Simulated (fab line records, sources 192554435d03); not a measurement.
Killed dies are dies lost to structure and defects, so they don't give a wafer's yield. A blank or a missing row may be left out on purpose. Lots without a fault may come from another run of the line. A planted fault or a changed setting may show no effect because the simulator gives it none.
Which tool did it? | flow n5_finfet | 7 lots, 21 wafers sampled, at 7 steps of a route of 1938

WHAT THE GAUGES READ, wafer by wafer
N5_BEOL_M7_CD_MEAS_18: pitch 80 nm, target cd 40 nm.
lot  | measured     | on        | cd_nm (nm)
L900 | day 11 08:17 | cd_sem-01 | 39.6 39.7 40.0
L899 | day 11 17:05 | cd_sem-02 | 40.2 41.0 40.2
L903 | day 12 18:43 | cd_sem-03 | 38.9 39.2 38.6
L904 | day 14 06:29 | cd_sem-03 | 39.8 40.3 39.7
L918 | day 17 11:46 | cd_sem-02 | 39.8 39.8 40.2
L914 | day 17 16:00 | cd_sem-03 | 39.8 39.6 39.3
L916 | day 18 14:07 | cd_sem-03 | 41.1 40.7 40.9

N5_BEOL_M7_OCD_MEAS_38.
lot  | measured     | on     | trench_depth_nm (nm)
L900 | day 11 11:50 | ocd-01 | 93.0 93.9 94.6
L899 | day 11 23:08 | ocd-02 | 93.9 95.6 95.2
L903 | day 12 22:29 | ocd-01 | 89.1 89.7 89.7
L904 | day 14 10:50 | ocd-02 | 88.3 89.0 91.6
L918 | day 17 14:18 | ocd-01 | 95.5 94.3 93.1
L914 | day 17 20:43 | ocd-01 | 94.8 95.6 93.3
L916 | day 18 16:29 | ocd-01 | 91.0 92.8 93.3

N5_BEOL_M7_RS_MEAS_57: measures by four-point-probe.
lot  | measured     | on            | M7_RS (ohm/sq)
L900 | day 11 13:55 | film_metro-02 | 0.284 0.273 0.273
L899 | day 12 02:58 | film_metro-02 | 0.290 0.282 0.284
L903 | day 13 01:14 | film_metro-02 | 0.317 0.300 0.303
L904 | day 14 12:58 | film_metro-02 | 0.310 0.306 0.290
L918 | day 17 16:27 | film_metro-02 | 0.281 0.275 0.284
L914 | day 17 23:20 | film_metro-02 | 0.279 0.277 0.282
L916 | day 18 19:20 | film_metro-02 | 0.293 0.287 0.283

N5_BEOL_M15_RC_MEAS_101.
lot  | measured     | on        | etest_temp_c (C)  | COMB_M10 (S/m)          | COMB_M11 (S/m)             | COMB_M12 (S/m)          | COMB_M13 (S/m)          | COMB_M13_max_site (S/m)    | COMB_M14 (S/m)          | COMB_M15 (S/m)          | COMB_M5 (S/m)           | COMB_M6 (S/m)           | COMB_M7 (S/m)           | COMB_M8 (S/m)           | COMB_M9 (S/m)              | SERP_M10 (ohm/um) | SERP_M11 (ohm/um) | SERP_M12 (ohm/um) | SERP_M12_max_site (ohm/um) | SERP_M13 (ohm/um) | SERP_M14 (ohm/um) | SERP_M5 (ohm/um) | SERP_M6 (ohm/um) | SERP_M7 (ohm/um) | SERP_M8 (ohm/um) | SERP_M9 (ohm/um)
L900 | day 14 01:17 | prober-01 | 25.02 24.96 24.93 | 2e-11 1.7e-11 2.1e-11   | 1.56e-11 1.44e-11 1.37e-11 | 4.8e-12 5.2e-12 5.8e-12 | 5.7e-12 4.4e-12 5.9e-12 | 7e-12 6.4e-12 6.9e-12      | 3.6e-12 4.1e-12 3.9e-12 | 2.5e-12 2.6e-12 2.9e-12 | 3.6e-11 3.1e-11 4.4e-11 | 2.6e-11 2.3e-11 2.4e-11 | 1.5e-11 2.4e-11 2.3e-11 | 2.1e-11 2.2e-11 2.3e-11 | 9e-12 1.66e-11 1.65e-11    | 3.12 3.15 3.07    | 3.07 3.05 3.12    | 0.637 0.658 0.644 | 0.649 0.667 0.658          | 0.315 0.303 0.312 | 0.165 0.165 0.156 | 37.1 38.3 38.1   | 13.1 13.7 13.4   | 14.2 13.6 13.2   | 12.7 14.1 13.2   | 3.14 3.12 3.14
L899 | day 14 07:47 | prober-02 | 25.08 25.09 25.06 | 1.7e-11 1.9e-11 1.7e-11 | 1.49e-11 1.31e-11 1.75e-11 | 7.2e-12 8.9e-12 4.2e-12 | 7.4e-12 7.2e-12 5.5e-12 | 9.1e-12 9.3e-12 7.9e-12    | 4.6e-12 4.2e-12 4.5e-12 | 3.7e-12 3.1e-12 2.6e-12 | 3.3e-11 2.4e-11 3.6e-11 | 2.6e-11 3.3e-11 3.1e-11 | 2.4e-11 2.2e-11 2.6e-11 | 3.1e-11 2.5e-11 3.1e-11 | 1.4e-11 1.27e-11 1.26e-11  | 3.20 3.15 3.16    | 3.04 3.07 3.15    | 0.644 0.623 0.646 | 0.657 0.637 0.663          | 0.311 0.313 0.311 | 0.163 0.163 0.160 | 37.8 39.4 39.1   | 14.1 13.4 13.7   | 14.0 13.5 13.5   | 13.7 14.5 14.8   | 3.05 3.13 3.08
L903 | day 15 08:18 | prober-02 | 25.01 25.16 25.01 | 1.2e-11 1.7e-11 1.1e-11 | 1.15e-11 1.65e-11 1.78e-11 | 6e-12 6.1e-12 5.2e-12   | 5e-12 5.4e-12 4.8e-12   | 8e-12 6.6e-12 5.8e-12      | 5.2e-12 3.7e-12 3.7e-12 | 2.9e-12 3.8e-12 3e-12   | 4e-11 3.7e-11 4.7e-11   | 1.9e-11 1.8e-11 2e-11   | 2.1e-11 2.6e-11 3.4e-11 | 2.7e-11 2.9e-11 2.5e-11 | 1.85e-11 1.97e-11 1.42e-11 | 3.13 3.13 3.18    | 3.07 3.01 3.03    | 0.628 0.644 0.638 | 0.654 0.661 0.661          | 0.307 0.307 0.305 | 0.152 0.155 0.160 | 36.8 36.6 39.6   | 14.4 13.8 14.1   | 15.5 14.8 15.1   | 14.1 14.5 14.2   | 3.13 3.07 3.08
L904 | day 16 14:56 | prober-02 | 25.05 25.05 24.99 | 1.1e-11 1.3e-11 1.2e-11 | 1.17e-11 1.15e-11 1.44e-11 | 6.1e-12 9.3e-12 7.9e-12 | 4.3e-12 4.6e-12 6.8e-12 | 6.3e-12 6.8e-12 8.6e-12    | 5.9e-12 3.6e-12 4.6e-12 | 3e-12 2.9e-12 3.9e-12   | 5.2e-11 5.4e-11 3.6e-11 | 3.1e-11 2.7e-11 2.7e-11 | 2.6e-11 3e-11 2.5e-11   | 3e-11 2.7e-11 2.6e-11   | 2.03e-11 1.42e-11 1.05e-11 | 3.02 3.13 3.08    | 3.06 3.07 3.15    | 0.638 0.627 0.636 | 0.655 0.640 0.641          | 0.313 0.307 0.308 | 0.161 0.161 0.164 | 39.2 37.1 38.8   | 14.6 13.6 13.7   | 14.9 14.8 14.3   | 14.2 13.9 14.4   | 2.92 3.04 2.90
L918 | day 20 07:17 | prober-01 | 24.92 25.02 24.83 | 1.5e-11 1.7e-11 1.8e-11 | 1.33e-11 1.16e-11 1.22e-11 | 8.3e-12 7e-12 9.8e-12   | 5e-12 5.7e-12 4.2e-12   | 7.1e-12 8.2e-12 5.4e-12    | 5.9e-12 4.8e-12 4.4e-12 | 3.7e-12 3.8e-12 3.5e-12 | 3.1e-11 4.8e-11 3.2e-11 | 2.6e-11 2.8e-11 3.5e-11 | 2.5e-11 2.2e-11 2.5e-11 | 2.3e-11 3.1e-11 2.8e-11 | 1.76e-11 1.93e-11 1.76e-11 | 3.24 3.10 3.20    | 3.16 3.20 3.05    | 0.650 0.647 0.641 | 0.669 0.662 0.661          | 0.306 0.297 0.299 | 0.158 0.160 0.164 | 38.4 37.5 37.2   | 13.8 13.7 15.3   | 13.9 13.5 13.4   | 13.3 14.7 13.1   | 3.11 3.07 3.11
L914 | day 20 15:01 | prober-02 | 24.97 25.05 24.94 | 1.7e-11 1.7e-11 1.5e-11 | 1.71e-11 1.68e-11 1.92e-11 | 7.8e-12 7.6e-12 6.7e-12 | 8.6e-12 9e-12 5.7e-12   | 1.19e-11 1.04e-11 1.05e-11 | 3.5e-12 3.9e-12 3e-12   | 3.5e-12 3.2e-12 3.3e-12 | 4.5e-11 5.7e-11 3.4e-11 | 2.2e-11 4.2e-11 2.7e-11 | 1.9e-11 1.8e-11 1.8e-11 | 2.3e-11 2.6e-11 2.9e-11 | 1.42e-11 1.69e-11 1.51e-11 | 2.95 3.13 3.15    | 3.06 3.11 3.13    | 0.627 0.614 0.625 | 0.645 0.620 0.641          | 0.305 0.306 0.311 | 0.158 0.156 0.166 | 37.7 38.8 38.4   | 13.7 13.4 14.5   | 13.4 13.5 13.9   | 13.9 14.4 13.7   | 3.09 3.07 3.11
L916 | day 22 01:54 | prober-02 | 25.14 25.04 25.07 | 1.2e-11 2e-11 1.6e-11   | 1.87e-11 1.4e-11 1.29e-11  | 8.7e-12 8.8e-12 6.4e-12 | 6.7e-12 5.4e-12 5.1e-12 | 7.4e-12 8e-12 6.4e-12      | 4.7e-12 5.1e-12 5.1e-12 | 3.4e-12 4.4e-12 3.5e-12 | 4.6e-11 3.8e-11 3.8e-11 | 2.8e-11 3e-11 2.3e-11   | 3.3e-11 2.6e-11 2.5e-11 | 2.3e-11 2.8e-11 2.6e-11 | 1.78e-11 1.13e-11 1.24e-11 | 2.99 3.06 2.93    | 3.14 3.14 3.22    | 0.669 0.635 0.673 | 0.681 0.649 0.683          | 0.321 0.314 0.317 | 0.162 0.157 0.164 | 37.6 38.1 36.7   | 12.6 13.6 13.1   | 13.4 13.4 13.2   | 14.3 14.7 14.2   | 2.95 3.02 3.05

WHICH TOOL RAN EACH LOT (tool, then ch and the chambers of the sampled wafers, then the start)
lot  | N5_BEOL_M7_ETCH_62                 | N5_BEOL_M7_TRENCH_ETCH_37          | N5_BEOL_M7_SURFACE_TREAT_79
L900 | rie_diel-01 ch 0,1,2, day 11 07:55 | rie_diel-01 ch 0,2,3, day 11 11:40 | pvd_sputter-01, day 11 12:49
L899 | rie_diel-01 ch 0,1,3, day 11 16:47 | rie_diel-01 ch 0,1,3, day 11 22:59 | pvd_sputter-02, day 12 01:38
L903 | rie_diel-06 ch 2,3, day 12 18:21   | rie_diel-01 ch 0,1,3, day 12 22:19 | pvd_sputter-02, day 13 00:00
L904 | rie_diel-01 ch 0,1,2, day 14 06:03 | rie_diel-01 ch 1,2,3, day 14 10:41 | pvd_sputter-03, day 14 11:49
L918 | rie_diel-01 ch 0,1,2, day 17 11:21 | rie_diel-06 ch 2,3, day 17 14:08   | pvd_sputter-03, day 17 15:15
L914 | rie_diel-06 ch 0,1,3, day 17 15:31 | rie_diel-01 ch 0,2,3, day 17 20:34 | pvd_sputter-02, day 17 22:00
L916 | rie_diel-01 ch 2,3, day 18 13:39   | rie_diel-03 ch 0,1,3, day 18 16:20 | pvd_sputter-01, day 18 17:44
- N5_BEOL_M7_ETCH_62: etches SOC in N2/H2, target depth 110 nm, overetch 22 nm, time 165 s.
- N5_BEOL_M7_TRENCH_ETCH_37: etches SiCOH lowk in C4F6/O2, target depth 93.478 nm, time 31.2 s.
- N5_BEOL_M7_SURFACE_TREAT_79

WHAT THE TOOLS THEMSELVES READ (means of the sampled wafers that have a number; where no wafer has one, the mark that the record gives instead)
N5_BEOL_M7_ETCH_62.
lot  | tool        | bias_w (W) | drypump_motor_current_A (A) | oes_product_au (a.u.) | rf_vpp_V (V) | showerhead_plenum_p_Torr (Torr) | throttle_valve_pct (%)
L900 | rie_diel-01 | 150.1      | 5.6                         | 0.75                  | 525.3        | 2.59                            | 17.88
L899 | rie_diel-01 | 150.0      | 5.7                         | 0.76                  | 525.1        | 2.60                            | 17.74
L903 | rie_diel-06 | 150.6      | 5.7                         | 0.60                  | 522.3        | 2.45                            | 17.75
L904 | rie_diel-01 | 150.4      | 5.6                         | 0.72                  | 525.2        | 2.58                            | 17.91
L918 | rie_diel-01 | 150.1      | 5.6                         | 0.70                  | 525.4        | 2.58                            | 17.94
L914 | rie_diel-06 | 150.3      | 6.2                         | 0.70                  | 525.6        | 2.61                            | 17.72
L916 | rie_diel-01 | 150.1      | 5.8                         | 0.66                  | 523.7        | 2.56                            | 18.02

N5_BEOL_M7_TRENCH_ETCH_37.
lot  | tool        | O2_flow_sccm (sccm) | bias_w (W) | drypump_motor_current_A (A) | oes_product_au (a.u.) | rf_vpp_V (V) | showerhead_plenum_p_Torr (Torr) | throttle_valve_pct (%)
L900 | rie_diel-01 | 10.010              | 184.5      | 5.7                         | 0.85                  | 662          | 2.85                            | 20.96
L899 | rie_diel-01 | 10.000              | 185.7      | 5.7                         | 0.91                  | 660          | 2.90                            | 20.86
L903 | rie_diel-01 | 9.997               | 159.0      | 5.7                         | 0.86                  | 583          | 2.90                            | 20.86
L904 | rie_diel-01 | 9.983               | 158.2      | 5.8                         | 0.82                  | 588          | 2.92                            | 20.92
L918 | rie_diel-06 | 9.991               | 184.5      | 5.7                         | 0.86                  | 664          | 2.96                            | 20.62
L914 | rie_diel-01 | 9.984               | 185.2      | 5.7                         | 0.81                  | 661          | 2.83                            | 21.00
L916 | rie_diel-03 | 10.016              | 184.7      | 5.8                         | 0.81                  | 667          | 2.80                            | 20.81

THE ANSWER, worked out from the rows above alone
Rule: what is usual is taken from the lots themselves. Put in order of their means at a reading, lots are off if they are a third of the lots or fewer, leave a main group of 4 or more, and stand apart from it by a gap of 3 or more times the standard deviation of the main group's means; of several such gaps the widest counts. A main group whose means are all the same, to the digits that the tables above print for the reading, isn't used. A lot without any number at a reading at which 4 lots or more have one is off too. The other lots that the step has rows for count as sound. The gauges are gone through in route order, then the tools' own readings, and for those a lot's mean is taken as printed above. The first step at which some lot is off is used, and at that step the reading that is off furthest; a lot without a number counts as furthest.
Off: L903, L904, at N5_BEOL_M7_OCD_MEAS_38 (trench_depth_nm). The main group: mean 94.0 nm, standard deviation 0.89.
A tool fits if, at a process step before that reading, it ran every lot that is off, and no sound lot after the first of them. The gauges at N5_BEOL_M7_OCD_MEAS_38 aren't tried: what is off there is off at N5_BEOL_M7_RS_MEAS_57 too, on other tools, and a gauge's error can't cause that. None of those tried fits.

WHAT THE SIMULATOR HAD PUT IN
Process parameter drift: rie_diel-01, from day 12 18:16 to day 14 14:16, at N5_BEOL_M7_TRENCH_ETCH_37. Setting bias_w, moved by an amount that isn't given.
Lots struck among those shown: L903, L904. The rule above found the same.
